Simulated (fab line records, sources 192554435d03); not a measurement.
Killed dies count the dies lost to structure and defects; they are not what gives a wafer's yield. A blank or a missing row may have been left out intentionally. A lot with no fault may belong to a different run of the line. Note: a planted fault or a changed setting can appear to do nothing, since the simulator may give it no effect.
fab line records	flow n5Finfet
[record] lots = 11	wafers = 32	lastDay = 18
route steps=1938 shown BEOL_M6@1247 BEOL_M7@1263
lots untouched by any fault: they come from a run of this same line in which no faults occurred
startH: the number of hours between the record's first day and the start of the first shown wafer of the lot	waitH: hours from the lot's prior step to this one	" unchanged from the row above	L1.1+2: a single row standing in for several wafers	- value missing, or start not given	* or withheld: withheld	< > ~ a bound
route shown NAME@n: a module of which the file shows steps, and the number in the route of the first	usual: mean and standard deviation over wafers with no fault	same: alike in all rows	chamber/n: place in a boat	sites: the reading at each site	_std_site: standard deviation of those values	_edge_site: the outer-site mean with the inner-site mean subtracted	radiusMm: for every site, how far away it sits from the centre of the wafer	mask NAME#n: copy n	behind: the most recent tool/chamber to have shaped the wafer	hold: the reason the lot was held/the length of the hold in hours/how it ended	device: the n, p or np transistor that did not switch	end of line: at the end of the route, the tests of the same wafers	for a step that has no rows: nothing shown but its recipe	killed: count of dies lost to structure and defects at first sort (not the wafer's yield)	map: shows each die of a wafer: x if killed, . if not, _ if none is there
set.NAME: setting as actually run; set.NAME@STEP: the setting as run at that earlier step	model.NAME: the simulator's own value behind a step, which no gauge read
steps of the route over a sample of lots; a table a step, a row a wafer
services: a tool's chamber out of use, with start hour (startH, from the record's first day; less than 0 if before it), hours out, and reason
[[steps]]
[step N5_BEOL_M6_CD_MEAS_35]
[recipe] targetCdNm = 40	targetCdYNm = 28	polarity = opening
[usual] cdNm = 40.8/0.72
lot.wafer	tool	chamber	startH	waitH	cdNm
L383.1	cdSem-01	-	193.01	0.0	40.2
L383.4	"	-	"	"	40.3
L383.6	"	-	"	"	39.3
L384.2	cdSem-01	-	196.51	0.0	40.4
L384.3	"	-	"	"	41.2
L384.6	"	-	"	"	40.2
L385.1	cdSem-02	-	222.44	0.0	40.3
L385.3	"	-	"	"	40.5
L385.6	"	-	"	"	41.4
L389.1	cdSem-02	-	238.98	0.0	40.4
L389.3	"	-	"	"	40.1
L389.5	"	-	"	"	39.9
L386.2	cdSem-02	-	239.24	0.0	42.0
L386.6	"	-	"	"	42.3
L393.3	cdSem-02	-	249.23	0.0	40.9
L393.4	"	-	"	"	40.7
L393.6	"	-	"	"	40.1
L395.1	cdSem-02	-	271.47	0.0	41.0
L395.3	"	-	"	"	40.8
L395.6	"	-	"	"	40.3
L396.2	cdSem-03	-	271.88	0.0	40.2
L396.5	"	-	"	"	41.4
L396.6	"	-	"	"	40.2
L397.1	cdSem-02	-	285.76	0.0	40.2
L397.4	"	-	"	"	41.0
L397.5	"	-	"	"	41.4
L406.2	cdSem-02	-	335.37	0.0	40.2
L406.3	"	-	"	"	42.3
L406.6	"	-	"	"	40.6
L405.4	cdSem-02	-	335.61	0.0	40.9
L405.5	"	-	"	"	41.0
L405.6	"	-	"	"	40.6
[step N5_BEOL_M6_SURFACE_TREAT_79]
[recipe] gas = Ar	timeS = *	ionEnergyEv = *	ionCurrentMaCm2 = 0.5	pressureMtorr = *	arFlowSccm = 30
[usual] pressureMtorr = *	throttleValvePct = *
lot.wafer	tool	chamber	startH	waitH	pressureMtorr	throttleValvePct
L383.1	pvdSputter-03	-	193.95	0.3	*	*
L383.4	"	-	"	"	*	*
L383.6	"	-	"	"	*	*
L384.2	pvdSputter-02	-	197.29	0.2	*	*
L384.3	"	-	"	"	*	*
L384.6	"	-	"	"	*	*
L385.1	pvdSputter-02	-	224.58	1.3	*	*
L385.3	"	-	"	"	*	*
L385.6	"	-	"	"	*	*
L389.1	pvdSputter-02	-	239.89	0.2	*	*
L389.3	"	-	"	"	*	*
L389.5	"	-	"	"	*	*
L386.2	pvdSputter-02	-	240.11	0.2	*	*
L386.6	"	-	"	"	*	*
L393.3	pvdSputter-02	-	250.05	0.2	*	*
L393.4	"	-	"	"	*	*
L393.6	"	-	"	"	*	*
L395.1	pvdSputter-01	-	272.58	0.2	*	*
L395.3	"	-	"	"	*	*
L395.6	"	-	"	"	*	*
L396.2	pvdSputter-02	-	273.03	0.2	*	*
L396.5	"	-	"	"	*	*
L396.6	"	-	"	"	*	*
L397.1	pvdSputter-01	-	287.04	0.2	*	*
L397.4	"	-	"	"	*	*
L397.5	"	-	"	"	*	*
L406.2	pvdSputter-02	-	337.72	1.5	*	*
L406.3	"	-	"	"	*	*
L406.6	"	-	"	"	*	*
L405.4	pvdSputter-02	-	338.18	0.2	*	*
L405.5	"	-	"	"	*	*
L405.6	"	-	"	"	*	*
[step N5_BEOL_M6_RS_MEAS_57]
[recipe] thkMeasGauge = four-point-probe	reads = Cu_of_BEOL_M6_ECD_50+Co_of_BEOL_M6_CVD_78+TaN_of_BEOL_M6_ALD_77
[usual] M6_RS = 0.292/0.012
lot.wafer	tool	chamber	startH	waitH	M6_RS[ohm/sq]
L383.1	filmMetro-02	-	195.39	0.1	0.304
L383.4	"	-	"	"	0.279
L383.6	"	-	"	"	0.291
L384.2	filmMetro-01	-	200.03	0.1	0.296
L384.3	"	-	"	"	0.304
L384.6	"	-	"	"	0.288
L385.1	filmMetro-01	-	225.77	0.1	0.293
L385.3	"	-	"	"	0.296
L385.6	"	-	"	"	0.293
L389.1	filmMetro-01	-	241.23	0.1	0.273
L389.3	"	-	"	"	0.273
L389.5	"	-	"	"	0.288
L386.2	filmMetro-02	-	241.62	0.1	0.301
L386.6	"	-	"	"	0.307
L393.3	filmMetro-01	-	251.33	0.1	0.280
L393.4	"	-	"	"	0.274
L393.6	"	-	"	"	0.279
L395.1	filmMetro-02	-	274.02	0.1	0.277
L395.3	"	-	"	"	0.287
L395.6	"	-	"	"	0.280
L396.2	filmMetro-02	-	274.27	0.1	0.301
L396.5	"	-	"	"	0.295
L396.6	"	-	"	"	0.275
L397.1	filmMetro-01	-	288.93	0.1	0.295
L397.4	"	-	"	"	0.296
L397.5	"	-	"	"	0.289
L406.2	filmMetro-01	-	339.28	0.1	0.280
L406.3	"	-	"	"	0.301
L406.6	"	-	"	"	0.304
L405.4	filmMetro-02	-	339.51	0.0	0.309
L405.5	"	-	"	"	0.266
L405.6	"	-	"	"	0.293
[step N5_BEOL_M7_ILD_DEP_00]
[recipe] material = SiCOH_lowk	targetThkA = 1797.5	tempC = 300	precursor = DEMS/porogen	pressureTorr = 5	rfW = 500	timeS = 33.4
[usual] heaterPowerW = 326/47	showerheadPlenumPTorr = 5.741/0.015	susceptorTempC = 299.98/0.2	throttleValvePct = 13.6/0.63
lot.wafer	tool	chamber	startH	waitH	heaterPowerW	showerheadPlenumPTorr	susceptorTempC	throttleValvePct
L383.1	pecvd-02	0	195.45	0.0	342	5.738	300.25	14.2
L383.4	"	0	"	"	352	5.745	300.32	14.4
L383.6	"	2	"	"	322	5.714	300.09	13.5
L384.2	pecvd-03	0	200.10	0.0	272	5.773	300.09	12.6
L384.3	"	2	"	"	264	5.753	299.88	13.9
L384.6	"	2	"	"	271	5.760	299.75	13.9
L385.1	pecvd-02	2	225.83	0.0	370	5.747	300.20	13.3
L385.3	"	1	"	"	264	5.761	299.48	13.9
L385.6	"	2	"	"	361	5.743	300.36	13.5
L389.1	pecvd-04	0	241.29	0.0	332	5.736	299.96	14.0
L389.3	"	2	"	"	396	5.721	300.12	12.6
L389.5	"	2	"	"	406	5.733	300.18	12.4
L386.2	pecvd-03	1	241.69	0.0	348	5.753	300.26	14.9
L386.6	"	0	"	"	260	5.769	299.87	13.3
L393.3	pecvd-02	2	251.42	0.1	354	5.733	299.85	13.4
L393.4	"	1	"	"	282	5.741	300.10	13.8
L393.6	"	1	"	"	288	5.743	299.58	13.7
L395.1	pecvd-02	0	274.08	0.0	403	5.747	308.21	13.0
L395.3	"	2	"	"	396	5.735	299.68	13.3
L395.6	"	0	"	"	405	5.745	308.12	12.7
L396.2	pecvd-03	0	274.33	0.0	306	5.778	299.85	13.3
L396.5	"	1	"	"	290	5.744	299.90	14.7
L396.6	"	2	"	"	209	5.758	300.26	13.4
L397.1	pecvd-02	0	288.99	0.0	381	5.755	308.00	13.1
L397.4	"	1	"	"	285	5.753	300.24	13.6
L397.5	"	0	"	"	402	5.724	307.84	13.1
L406.2	pecvd-03	0	339.34	0.0	293	5.786	299.95	13.0
L406.3	"	1	"	"	296	5.732	299.84	14.8
L406.6	"	2	"	"	261	5.741	299.91	13.2
L405.4	pecvd-04	2	339.59	0.1	375	5.741	300.16	12.8
L405.5	"	1	"	"	315	5.730	299.99	14.3
L405.6	"	0	"	"	363	5.750	300.19	14.3
[step N5_BEOL_M7_THK_MEAS_01]
[recipe] reads = SiCOH_lowk_of_BEOL_M7_ILD_DEP_00
[usual] M7_ILD_THK = 155.3/2.7
lot.wafer	tool	chamber	startH	waitH	M7_ILD_THK[nm]
L383.1	filmMetro-01	-	196.03	0.4	156.7
L383.4	"	-	"	"	158.4
L383.6	"	-	"	"	159.2
L384.2	filmMetro-02	-	200.67	0.4	155.7
L384.3	"	-	"	"	154.7
L384.6	"	-	"	"	156.8
L385.1	filmMetro-01	-	226.41	0.4	155.8
L385.3	"	-	"	"	152.9
L385.6	"	-	"	"	159.7
L389.1	filmMetro-02	-	241.87	0.4	157.1
L389.3	"	-	"	"	155.0
L389.5	"	-	"	"	160.7
L386.2	filmMetro-01	-	242.35	0.4	148.9
L386.6	"	-	"	"	156.1
L393.3	filmMetro-02	-	252.75	0.5	158.9
L393.4	"	-	"	"	157.2
L393.6	"	-	"	"	158.1
L395.1	filmMetro-01	-	274.66	0.4	145.0
L395.3	"	-	"	"	155.9
L395.6	"	-	"	"	147.2
L396.2	filmMetro-02	-	275.18	0.4	155.3
L396.5	"	-	"	"	153.3
L396.6	"	-	"	"	156.0
L397.1	filmMetro-02	-	289.57	0.4	143.9
L397.4	"	-	"	"	153.6
L397.5	"	-	"	"	145.0
L406.2	filmMetro-02	-	339.92	0.4	154.7
L406.3	"	-	"	"	152.7
L406.6	"	-	"	"	154.4
L405.4	filmMetro-01	-	340.15	0.2	155.6
L405.5	"	-	"	"	154.9
L405.6	"	-	"	"	156.7
[[services]]
tool	chamber	startH	hours	kind
pecvd-03	2	202.38	-	clean
pecvd-03	2	202.38	-	consumableReplace:showerhead
pecvd-03	2	202.38	29.0	scheduledDown
pecvd-03	2	202.38	29.0	ventCycle
pecvd-02	0	226.95	-	clean
pecvd-02	0	226.95	29.5	scheduledDown
pecvd-02	0	226.95	29.5	ventCycle
pecvd-03	-	227.45	0.9	repair
pecvd-02	0	256.45	2.1	scheduledDown
pecvd-02	-	266.68	5.9	repair
pecvd-03	2	281.80	4.3	repair
pecvd-03	-	307.84	0.5	repair
pecvd-03	0	320.29	13.8	repair
pecvd-04	2	331.10	2.1	scheduledDown
pecvd-02	-	332.83	0.4	repair
pecvd-03	2	337.13	2.1	scheduledDown
[[key]]
[firstSign] step = N5_BEOL_M7_ILD_DEP_00	reading = susceptorTempC	direction = up	sigmas = 40	usual = *	struck = *
[effect] step = N5_BEOL_M7_THK_MEAS_01	reading = M7_ILD_THK	direction = down	sigmas = 3.7	usual = 155.3	struck = 145.3
metAt N5_BEOL_M7_ILD_DEP_00
struckLots L395,L397
struckWafers L395.1,L395.6,L397.1,L397.5
notActingAt N5_BEOL_M6_CD_MEAS_35,N5_BEOL_M6_SURFACE_TREAT_79,N5_BEOL_M6_RS_MEAS_57
onsetBetween 195.45 274.08
[fault] kind = processParameterDrift	tool = pecvd-02	chamber = 0	onsetH = 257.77	steps = N5_BEOL_M7_ILD_DEP_00	channel = tempC	offset = *	shape = step	endH = 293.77	actsIn = *	stated = *
